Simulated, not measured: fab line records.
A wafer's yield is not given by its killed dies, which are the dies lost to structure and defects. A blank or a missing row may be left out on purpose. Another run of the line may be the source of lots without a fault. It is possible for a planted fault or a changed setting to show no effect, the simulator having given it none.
fab line records + flow nandHarc
record
- lots=12
- wafers=36
- lastDay=34
route steps=1302 shown A_ZERO_WELL@405 A_ONON_D1@437
lots untouched by any fault: they come from a run of this same line in which no faults occurred
startH: hours from the record's first day to the start of the lot's first wafer shown + waitH: hours elapsed since this lot's preceding step + " same as the row above + L1.1+2: a row that stands for several wafers + - value missing, or start not given + * or withheld: withheld + < > ~ a bound
route shown NAME@n: NAME is a module with steps in the file, n the number in the route of the first one + usual: average and standard deviation across the fault-free wafers + same: alike in all rows + chamber/n: place in a boat + sites: per-site readings + _std_site: their standard deviation + _edge_site: outer sites' mean less inner sites' + radiusMm: for every site, how far away it sits from the centre of the wafer + mask NAME#n: copy n + behind: tool/chamber where the wafer was last shaped + hold: the reason the lot was held/the length of the hold in hours/how it ended + device: names the non-switching transistor (n, p or np) + end of line: the same wafers' tests at the end of the route + a step without rows: its recipe alone + killed: dies lost to structure and defects at the first sort, not the wafer's yield + map: dies across one wafer; x = killed, . = not, _ = none there
set.NAME: the setting the step ran with; set.NAME@STEP: the setting that earlier step ran with + model.NAME: the simulator's own value behind a step, which no gauge read
a sample of lots followed through the steps of the route, with each step as a table and each wafer as a row
services: when a tool's chamber went out of use (startH, in hours from the record's first day, below 0 if earlier), for how many hours, and the reason
## steps
# step NHARC_A_ZERO_WELL_ETCH_13
# recipe
- targetDepthA=1200
- timeS=40.1
- hbrFlowSccm=150
- cl2FlowSccm=50
- rfW=400
- icpW=400
- biasW=100
- chemistry=HBr/Cl2
# usual
- drypumpMotorCurrentA=5.5/0.51
- oesProductAu=1.001/0.01
- throttleValvePct=26.407/0.009
# same
- timeS=40.1
| lot.wafer | tool     | chamber | startH | waitH | drypumpMotorCurrentA | oesProductAu | rfHoursCounterH | throttleValvePct |
|-----------|----------|---------|--------|-------|----------------------|--------------|-----------------|------------------|
| L614.3    | rieSi-04 | 1       | 136.96 | -     | 6.0                  | 1.008        | 0.8             | 26.393           |
| L614.6    | "        | 3       | "      | "     | 6.5                  | 1.013        | -               | 26.395           |
| L614.5    | "        | 0       | "      | "     | 5.0                  | 0.996        | -               | 26.398           |
| L615.2    | rieSi-04 | 0       | 150.53 | -     | 5.0                  | 1.005        | 0.9             | 26.403           |
| L615.1    | "        | 1       | "      | "     | 6.0                  | 1.005        | 0.9             | 26.410           |
| L615.5    | "        | 0       | "      | "     | 5.0                  | 1.002        | -               | 26.400           |
| L616.2    | rieSi-05 | 2       | 157.75 | -     | 4.9                  | 0.990        | 0.1             | 26.416           |
| L616.6    | "        | 0       | "      | "     | 5.1                  | 0.989        | -               | 26.411           |
| L616.5    | "        | 1       | "      | "     | 5.9                  | 0.982        | -               | 26.398           |
| L617.2    | rieSi-05 | 1       | 169.14 | -     | 6.0                  | 0.992        | 0.2             | 26.404           |
| L617.3    | "        | 2       | "      | "     | 4.9                  | 0.995        | 0.2             | 26.402           |
| L617.5    | "        | 0       | "      | "     | 5.2                  | 0.989        | -               | 26.391           |
| L619.1    | rieSi-03 | 1       | 193.00 | -     | 5.1                  | 1.006        | 0.9             | 26.417           |
| L619.5    | "        | 2       | "      | "     | 5.5                  | 0.992        | -               | 26.414           |
| L619.6    | "        | 3       | "      | "     | 5.2                  | 0.994        | -               | 26.397           |
| L620.3    | rieSi-03 | 0       | 206.51 | -     | 6.2                  | 0.992        | 0.8             | 26.411           |
| L620.2    | "        | 1       | "      | "     | 5.1                  | 1.011        | 0.9             | 26.406           |
| L620.5    | "        | 0       | "      | "     | 6.2                  | 1.005        | -               | 26.402           |
| L621.3    | rieSi-05 | 2       | 207.20 | -     | 4.9                  | 0.992        | 0.3             | 26.396           |
| L621.2    | "        | 3       | "      | "     | 5.3                  | 1.005        | 0.4             | 26.418           |
| L621.4    | "        | 0       | "      | "     | 5.2                  | 0.993        | 0.5             | 26.400           |
| L625.3    | rieSi-04 | 1       | 251.91 | -     | 6.0                  | 1.025        | 0.5             | 26.411           |
| L625.2    | "        | 2       | "      | "     | 5.6                  | 1.019        | 0.6             | 26.405           |
| L625.6    | "        | 3       | "      | "     | 6.5                  | 1.021        | -               | 26.410           |
| L631.2    | rieSi-03 | 0       | 305.48 | -     | 6.2                  | 0.992        | 0.6             | 26.419           |
| L631.4    | "        | 1       | "      | "     | 5.1                  | 0.998        | 0.4             | 26.423           |
| L631.6    | "        | 0       | "      | "     | 6.2                  | 0.985        | -               | 26.414           |
| L632.2    | rieSi-05 | 1       | 319.06 | -     | 5.9                  | 0.994        | 0.0             | 26.416           |
| L632.1    | "        | 2       | "      | "     | 4.9                  | 1.016        | 0.0             | 26.415           |
| L632.4    | "        | 3       | "      | "     | 5.3                  | 0.994        | 0.0             | 26.406           |
| L635.2    | rieSi-05 | 3       | 343.25 | -     | 5.3                  | 1.014        | 0.2             | 26.404           |
| L635.5    | "        | 2       | "      | "     | 4.9                  | 1.008        | -               | 26.394           |
| L635.6    | "        | 3       | "      | "     | 5.3                  | 1.013        | -               | 26.400           |
| L637.1    | rieSi-04 | 2       | 364.65 | -     | 5.6                  | 0.999        | 0.1             | 26.399           |
| L637.2    | "        | 3       | "      | "     | 6.5                  | 1.018        | 0.0             | 26.410           |
| L637.5    | "        | 2       | "      | "     | 5.6                  | 0.991        | -               | 26.414           |
# step NHARC_A_ONON_D1_THK_MEAS_18
# recipe
- thkMeasGauge=ellipsometry
# usual
- thkNm=1004/11
| lot.wafer | tool         | chamber | startH | waitH | thkNm |
|-----------|--------------|---------|--------|-------|-------|
| L614.3    | filmMetro-01 | -       | 173.33 | -     | 991   |
| L614.5    | "            | -       | "      | "     | 993   |
| L614.6    | "            | -       | "      | "     | 992   |
| L615.1    | filmMetro-02 | -       | 182.66 | -     | 1003  |
| L615.2    | "            | -       | "      | "     | 1001  |
| L615.5    | "            | -       | "      | "     | 1002  |
| L616.2    | filmMetro-01 | -       | 191.70 | -     | 1002  |
| L616.5    | "            | -       | "      | "     | 1003  |
| L616.6    | "            | -       | "      | "     | 1001  |
| L617.2    | filmMetro-02 | -       | 201.02 | -     | 1016  |
| L617.3    | "            | -       | "      | "     | 1016  |
| L617.5    | "            | -       | "      | "     | 1015  |
| L619.1    | filmMetro-01 | -       | 227.98 | -     | 999   |
| L619.5    | "            | -       | "      | "     | 999   |
| L619.6    | "            | -       | "      | "     | 1001  |
| L621.2    | filmMetro-02 | -       | 241.08 | -     | 1006  |
| L621.3    | "            | -       | "      | "     | 1004  |
| L621.4    | "            | -       | "      | "     | 1005  |
| L620.2    | filmMetro-01 | -       | 241.08 | -     | 1012  |
| L620.3    | "            | -       | "      | "     | 1013  |
| L620.5    | "            | -       | "      | "     | 1012  |
| L625.2    | filmMetro-01 | -       | 283.05 | -     | 1008  |
| L625.3    | "            | -       | "      | "     | 1009  |
| L625.6    | "            | -       | "      | "     | 1010  |
| L631.2    | filmMetro-01 | -       | 337.40 | -     | 974   |
| L631.4    | "            | -       | "      | "     | 972   |
| L631.6    | "            | -       | "      | "     | 973   |
| L632.1    | filmMetro-02 | -       | 356.35 | -     | 987   |
| L632.2    | "            | -       | "      | "     | 988   |
| L632.4    | "            | -       | "      | "     | 988   |
| L635.2    | filmMetro-01 | -       | 373.66 | -     | 997   |
| L635.5    | "            | -       | "      | "     | 997   |
| L635.6    | "            | -       | "      | "     | 1001  |
| L637.1    | filmMetro-01 | -       | 399.12 | -     | 1027  |
| L637.2    | "            | -       | "      | "     | 1024  |
| L637.5    | "            | -       | "      | "     | 1026  |
# step NHARC_A_ONON_D1_THK_MEAS_27
# recipe
- thkMeasGauge=ellipsometry
# usual
- thkNm=997/10
| lot.wafer | tool         | chamber | startH | waitH | thkNm |
|-----------|--------------|---------|--------|-------|-------|
| L614.3    | filmMetro-02 | -       | 175.03 | -     | 1004  |
| L614.5    | "            | -       | "      | "     | 1006  |
| L614.6    | "            | -       | "      | "     | 1005  |
| L615.1    | filmMetro-02 | -       | 184.38 | -     | 1003  |
| L615.2    | "            | -       | "      | "     | 1005  |
| L615.5    | "            | -       | "      | "     | 1006  |
| L616.2    | filmMetro-01 | -       | 193.41 | -     | 991   |
| L616.5    | "            | -       | "      | "     | 989   |
| L616.6    | "            | -       | "      | "     | 991   |
| L617.2    | filmMetro-02 | -       | 202.73 | -     | 1004  |
| L617.3    | "            | -       | "      | "     | 1003  |
| L617.5    | "            | -       | "      | "     | 1003  |
| L619.1    | filmMetro-02 | -       | 229.68 | -     | 964   |
| L619.5    | "            | -       | "      | "     | 966   |
| L619.6    | "            | -       | "      | "     | 966   |
| L621.2    | filmMetro-02 | -       | 242.78 | -     | 990   |
| L621.3    | "            | -       | "      | "     | 991   |
| L621.4    | "            | -       | "      | "     | 991   |
| L620.2    | filmMetro-01 | -       | 242.78 | -     | 987   |
| L620.3    | "            | -       | "      | "     | 986   |
| L620.5    | "            | -       | "      | "     | 987   |
| L625.2    | filmMetro-02 | -       | 284.75 | -     | 987   |
| L625.3    | "            | -       | "      | "     | 987   |
| L625.6    | "            | -       | "      | "     | 986   |
| L631.2    | filmMetro-01 | -       | 339.09 | -     | 1003  |
| L631.4    | "            | -       | "      | "     | 1003  |
| L631.6    | "            | -       | "      | "     | 1002  |
| L632.1    | filmMetro-02 | -       | 358.04 | -     | 987   |
| L632.2    | "            | -       | "      | "     | 988   |
| L632.4    | "            | -       | "      | "     | 989   |
| L635.2    | filmMetro-01 | -       | 375.36 | -     | 1011  |
| L635.5    | "            | -       | "      | "     | 1009  |
| L635.6    | "            | -       | "      | "     | 1008  |
| L637.1    | filmMetro-02 | -       | 400.81 | -     | 998   |
| L637.2    | "            | -       | "      | "     | 995   |
| L637.5    | "            | -       | "      | "     | 997   |
# step NHARC_A_ONON_D1_DEP_28
# recipe
- targetThkA=10000
- n2FlowSccm=2750
- n2oFlowSccm=2000
- nh3FlowSccm=500
- sih4FlowSccm=210
- tempC=400
# usual
- susceptorTempC=400.01/0.21
| lot.wafer | tool         | chamber | startH | waitH | susceptorTempC |
|-----------|--------------|---------|--------|-------|----------------|
| L614.3    | pecvdOnon-02 | 0       | 175.20 | 0.2   | 400.21         |
| L614.5    | "            | 0       | "      | "     | 400.38         |
| L614.6    | "            | 0       | "      | "     | 400.04         |
| L615.1    | pecvdOnon-01 | 0       | 184.43 | 0.1   | 400.06         |
| L615.2    | "            | 0       | "      | "     | 400.07         |
| L615.5    | "            | 0       | "      | "     | 399.58         |
| L616.2    | pecvdOnon-01 | 0       | 193.52 | 0.1   | 399.61         |
| L616.5    | "            | 0       | "      | "     | 399.57         |
| L616.6    | "            | 0       | "      | "     | 399.79         |
| L617.2    | pecvdOnon-03 | 0       | 202.84 | 0.1   | 399.60         |
| L617.3    | "            | 0       | "      | "     | 399.88         |
| L617.5    | "            | 0       | "      | "     | 399.80         |
| L619.1    | pecvdOnon-02 | 0       | 229.74 | 0.1   | 400.02         |
| L619.5    | "            | 0       | "      | "     | 400.13         |
| L619.6    | "            | 0       | "      | "     | 400.24         |
| L621.2    | pecvdOnon-03 | 0       | 242.89 | 0.1   | 400.01         |
| L621.3    | "            | 0       | "      | "     | 399.63         |
| L621.4    | "            | 0       | "      | "     | 399.88         |
| L620.2    | pecvdOnon-01 | 0       | 242.90 | 0.1   | 399.91         |
| L620.3    | "            | 0       | "      | "     | 400.09         |
| L620.5    | "            | 0       | "      | "     | 400.17         |
| L625.2    | pecvdOnon-03 | 0       | 284.87 | 0.1   | 400.04         |
| L625.3    | "            | 0       | "      | "     | 400.05         |
| L625.6    | "            | 0       | "      | "     | 399.95         |
| L631.2    | pecvdOnon-01 | 0       | 339.21 | 0.1   | 400.15         |
| L631.4    | "            | 0       | "      | "     | 399.89         |
| L631.6    | "            | 0       | "      | "     | 400.06         |
| L632.1    | pecvdOnon-03 | 0       | 358.10 | 0.1   | 400.02         |
| L632.2    | "            | 0       | "      | "     | 400.04         |
| L632.4    | "            | 0       | "      | "     | 400.20         |
| L635.2    | pecvdOnon-01 | 0       | 375.48 | 0.1   | 400.10         |
| L635.5    | "            | 0       | "      | "     | 399.94         |
| L635.6    | "            | 0       | "      | "     | 399.90         |
| L637.1    | pecvdOnon-02 | 0       | 400.86 | 0.1   | 399.92         |
| L637.2    | "            | 0       | "      | "     | 399.83         |
| L637.5    | "            | 0       | "      | "     | 400.17         |
# step NHARC_A_ONON_D1_THK_MEAS_30
# recipe
- thkMeasGauge=ellipsometry
# usual
- thkNm=1001/8.8
| lot.wafer | tool         | chamber | startH | waitH | hold                    | thkNm |
|-----------|--------------|---------|--------|-------|-------------------------|-------|
| L614.3    | filmMetro-02 | -       | 175.62 | -     | -                       | 1010  |
| L614.5    | "            | -       | "      | "     | -                       | 1011  |
| L614.6    | "            | -       | "      | "     | -                       | 1009  |
| L615.1    | filmMetro-01 | -       | 184.97 | -     | -                       | 998   |
| L615.2    | "            | -       | "      | "     | -                       | 999   |
| L615.5    | "            | -       | "      | "     | -                       | 999   |
| L616.2    | filmMetro-02 | -       | 193.97 | -     | -                       | 996   |
| L616.5    | "            | -       | "      | "     | -                       | 997   |
| L616.6    | "            | -       | "      | "     | -                       | 996   |
| L617.2    | filmMetro-02 | -       | 203.29 | -     | -                       | 995   |
| L617.3    | "            | -       | "      | "     | -                       | 994   |
| L617.5    | "            | -       | "      | "     | -                       | 995   |
| L619.1    | filmMetro-02 | -       | 230.25 | -     | -                       | 1008  |
| L619.5    | "            | -       | "      | "     | -                       | 1011  |
| L619.6    | "            | -       | "      | "     | -                       | 1010  |
| L621.2    | filmMetro-02 | -       | 243.35 | -     | -                       | 994   |
| L621.3    | "            | -       | "      | "     | -                       | 995   |
| L621.4    | "            | -       | "      | "     | -                       | 992   |
| L620.2    | filmMetro-01 | -       | 243.35 | -     | -                       | 1005  |
| L620.3    | "            | -       | "      | "     | -                       | 1005  |
| L620.5    | "            | -       | "      | "     | -                       | 1003  |
| L625.2    | filmMetro-01 | -       | 285.32 | -     | awaitDispo/0.2h/release | 867   |
| L625.3    | "            | -       | "      | "     | awaitDispo/0.2h/release | 869   |
| L625.6    | "            | -       | "      | "     | awaitDispo/0.2h/release | 867   |
| L625.2    | filmMetro-01 | -       | 285.50 | 0.2   | -                       | 868   |
| L625.3    | "            | -       | "      | "     | -                       | 867   |
| L625.6    | "            | -       | "      | "     | -                       | 869   |
| L631.2    | filmMetro-01 | -       | 339.66 | -     | -                       | 1008  |
| L631.4    | "            | -       | "      | "     | -                       | 1009  |
| L631.6    | "            | -       | "      | "     | -                       | 1008  |
| L632.1    | filmMetro-02 | -       | 358.61 | -     | awaitDispo/0.2h/release | 886   |
| L632.2    | "            | -       | "      | "     | awaitDispo/0.2h/release | 883   |
| L632.4    | "            | -       | "      | "     | awaitDispo/0.2h/release | 884   |
| L632.1    | filmMetro-02 | -       | 358.78 | 0.2   | -                       | 884   |
| L632.2    | "            | -       | "      | "     | -                       | 883   |
| L632.4    | "            | -       | "      | "     | -                       | 883   |
| L635.2    | filmMetro-01 | -       | 375.93 | -     | -                       | 988   |
| L635.5    | "            | -       | "      | "     | -                       | 987   |
| L635.6    | "            | -       | "      | "     | -                       | 987   |
| L637.1    | filmMetro-01 | -       | 401.38 | -     | -                       | 1006  |
| L637.2    | "            | -       | "      | "     | -                       | 1006  |
| L637.5    | "            | -       | "      | "     | -                       | 1004  |
## services
| tool         | chamber | startH | hours | kind      |
|--------------|---------|--------|-------|-----------|
| rieSi-03     | 0       | 115.99 | 17.6  | repair    |
| rieSi-03     | 1       | 119.34 | 3.9   | repair    |
| rieSi-05     | -       | 128.00 | 9.0   | pm        |
| rieSi-05     | 0       | 128.00 | 9.0   | ventCycle |
| rieSi-05     | 1       | 128.00 | 9.0   | ventCycle |
| rieSi-05     | 2       | 128.00 | 9.0   | ventCycle |
| rieSi-05     | 3       | 128.00 | 9.0   | ventCycle |
| rieSi-05     | 0       | 137.00 | -     | clean     |
| rieSi-05     | 1       | 137.00 | -     | clean     |
| rieSi-05     | 2       | 137.00 | -     | clean     |
| rieSi-05     | 3       | 137.00 | -     | clean     |
| rieSi-04     | -       | 165.00 | 9.0   | pm        |
| pecvdOnon-02 | -       | 185.01 | 13.0  | pm        |
| pecvdOnon-03 | -       | 213.24 | 12.8  | repair    |
| rieSi-03     | -       | 221.00 | 9.0   | pm        |
| pecvdOnon-03 | -       | 227.11 | 13.0  | pm        |
| rieSi-03     | 1       | 239.67 | 11.6  | repair    |
| pecvdOnon-01 | -       | 269.45 | 13.0  | pm        |
| rieSi-05     | -       | 305.00 | 9.0   | pm        |
| rieSi-05     | 0       | 305.00 | 9.0   | ventCycle |
| rieSi-05     | 1       | 305.00 | 9.0   | ventCycle |
| rieSi-04     | -       | 342.00 | 9.0   | pm        |
| pecvdOnon-02 | -       | 366.01 | 13.0  | pm        |
| rieSi-03     | -       | 398.00 | 9.0   | pm        |
## key
firstSign
- step=NHARC_A_ONON_D1_THK_MEAS_30
- reading=visit
- direction=added
effect
- step=NHARC_A_ONON_D1_THK_MEAS_30
- reading=thkNm
- direction=down
- sigmas=14
- usual=1001
- struck=876
metAt NHARC_A_ONON_D1_DEP_28
struckLots L625,L632
testerLeftOut L625,L632
notActingAt NHARC_A_ZERO_WELL_ETCH_13,NHARC_A_ONON_D1_THK_MEAS_18,NHARC_A_ONON_D1_THK_MEAS_27
onsetBetween 242.89 284.87
fault
- kind=siteProfileDrift
- tool=pecvdOnon-03
- chamber=-
- onsetH=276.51
- steps=NHARC_A_ONON_D1_DEP_28
- basis=fraction
- maxAbsDrift=0.27863
- slopeSharePerHr=61.919
- sitePattern=0,0,0,0,0,-1,-1,-1,-1
# testerLeftOut: of these lots the tester's yield and bins aren't shown, on N5 and GAA mostly nor the transistor test; their killed dies are dies lost to structure and defects alone, not to doping, threshold or leakage, so they don't give the yield
